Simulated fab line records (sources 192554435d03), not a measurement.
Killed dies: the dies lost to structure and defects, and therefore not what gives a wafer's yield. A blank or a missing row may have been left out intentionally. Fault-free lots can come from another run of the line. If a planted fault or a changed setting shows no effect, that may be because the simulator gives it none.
Code-filled problem report in 8D (eight disciplines) form    flow n5 finfet    the parts of the form that need people (team, actions taken, sign-off) are left out

## 1. WHAT WENT WRONG
Wafers free of any fault read -0.2 nm (standard deviation 0.54) for VD_OVL at N5_MOL_CONTACT_COAG_OVL_MEAS_41, against a mean of 12.1 nm on 6 wafers of 2 lots. That is +23 standard deviations from the usual mean.
First observed at day 9 13:08: wafer L859.1, on overlay-01. At this step, 27 wafers from 9 lots have a number in the record. The rule behind "out" and "out of limits": a value lying over 4 standard deviations away from the usual mean. Any other wafer with a number is counted as sound.

## 2. WHAT IT IS, AND WHAT IT ISN'T
question                     is                      is not
which readings at this step  VD_OVL                  -
which lots                   L859, L862              L846, L847, L848, L849, L850, L853, L865
which wafers of those lots   all that have a number  -
read on which gauges         overlay-01              overlay-02
when                         from day 9 13:08        up to then (18 sound wafers); but 3 sound wafers of L865 came after

## 3. THE SUSPECTS, EACH WITH WHAT RULES IT OUT
Counting: any tool at a process step up to the reading is kept as a suspect provided that every lot that is out went through it and no sound lot did after the first of them.
- the gauge at N5_MOL_CONTACT_COAG_OVL_MEAS_41 has been ruled out. All the wafers that are out were read on overlay-01, but those of them that N5_PASSIVATION_PROBE_49 has rows for are out there too, on other tools.
- plasma asher-01 at N5_MOL_CONTACT_COAG_STRIP_119 (strips in N2/H2, time 30 s): kept. All lots that are out passed through it, beginning with L859 at day 9 12:38, and no sound lot followed; its final sound lot before that point was L847 at day 6 05:18.
- euv scanner-02 at N5_MOL_CONTACT_COAG_EXPOSE_37 (exposes mask VD, defocus 0 nm): kept. All lots that are out passed through it, beginning with L859 at day 9 12:57, and no sound lot followed; its final sound lot before that point was L853 at day 7 18:50.
Left after counting: plasma asher-01 at N5_MOL_CONTACT_COAG_STRIP_119, euv scanner-02 at N5_MOL_CONTACT_COAG_EXPOSE_37.

## 4. THE CAUSE (what the simulator had put in)
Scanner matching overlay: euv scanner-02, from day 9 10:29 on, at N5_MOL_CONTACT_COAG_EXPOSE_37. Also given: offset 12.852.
Counting left 2 suspects, and this tool is among them.

## 5. THE CHAIN OF EFFECTS, in route order
One row per reading whose mean, taken over the struck wafers that have a number, lies over 3 standard deviations from the usual. Only readings whose record carries a usual standard deviation are examined. hours: median over the lots of the time between each lot's start at the first step of this table that gives one and its start at this step. sigmas: the change, counted in usual standard deviations.
hours  step                             reading               usual    on struck wafers  change  sigmas
0      N5_MOL_CONTACT_COAG_OVL_MEAS_41  VD_OVL                -0.2 nm  12.1              +12.3   +23
176    N5_PASSIVATION_PROBE_49          defect limited yield  91.5 %   0.0               -91.5   -65
176    N5_PASSIVATION_PROBE_49          killed at contacts    13       1090              +1077   +99 or more
176    N5_PASSIVATION_PROBE_49          killed dies           100      1180              +1080   +68
176    N5_PASSIVATION_PROBE_49          killed on rim         13       152               +139    +35
176    N5_PASSIVATION_PROBE_49          sort_bin_5_function   5.0 %    49.7              +44.7   +46
176    N5_PASSIVATION_PROBE_49          sort n pass           1080     0                 -1080   -68
176    N5_PASSIVATION_PROBE_49          sort yield pct        91.5 %   0.0               -91.5   -65
Process steps it contains:
- N5_PASSIVATION_PROBE_49
At these later measuring or inspecting steps, every struck wafer for which the step has a row has a number for every such reading, and none has moved that far: N5_MOL_CONTACT_COAG_INSPECT_42, N5_BEOL_M4_RC_MEAS_101.

## 6. WHAT WOULD HAVE CAUGHT IT SOONER
3 hours passed between the start of the fault at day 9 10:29 and the first reading out of limits at a measuring or inspecting step in this record, taken at day 9 13:08.
Of the lots that are out (2), L862 began N5_MOL_CONTACT_COAG_EXPOSE_37 on euv scanner-02 after day 9 13:08. A tool hold placed at that time would have kept it from harm.
